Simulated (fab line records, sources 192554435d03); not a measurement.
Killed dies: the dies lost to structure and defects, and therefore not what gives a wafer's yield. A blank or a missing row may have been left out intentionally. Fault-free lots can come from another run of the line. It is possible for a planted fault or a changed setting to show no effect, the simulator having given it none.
Chamber matching ; flow n5 finfet ; N5_DUMMY_GATE_STRIP_48 on rie diel-01: 4 sister chambers
The step strips in N2/H2, time 20 s. 4 wafers are shown with their chamber, then 9 later ones without.

WAFERS WITH THEIR CHAMBER
wafer;chamber;drypump motor current A (A)
L085.1;0;5.3
L091.1;3;5.2
L091.2;2;5.9
L091.6;1;5.6

WAFERS MISSING THEIR CHAMBER
wafer;drypump motor current A (A)
L094.2;5.6
L094.3;5.2
L094.5;5.8
L095.4;5.2
L095.5;5.9
L095.6;5.2
L096.4;5.3
L096.5;5.9
L096.6;5.5

CHAMBER TAKEN BY EACH
wafer;from the rows above;in truth
L094.2;1;1
L094.3;3;3
L094.5;2;2
L095.4;3;3
L095.5;2;2
L095.6;3;3
L096.4;0;0
L096.5;2;2
L096.6;1;1
Placed correctly: 9 of 9. Number that these rows cannot place: 0. Wrongly placed: 0.
How it was worked out, from the rows above alone: a wafer's distance from a chamber is the root of the sum, over the readings, of the square of ((its reading less the chamber's mean) divided by the reading's scatter). The wafer belongs to the nearest chamber; if the next one is less than 2 further off, it can't be placed. The mean given for a chamber averages the wafers shown for that chamber. The scatter: root of mean squared gap, hidden wafer to nearest shown wafer, with one shown wafer a chamber.
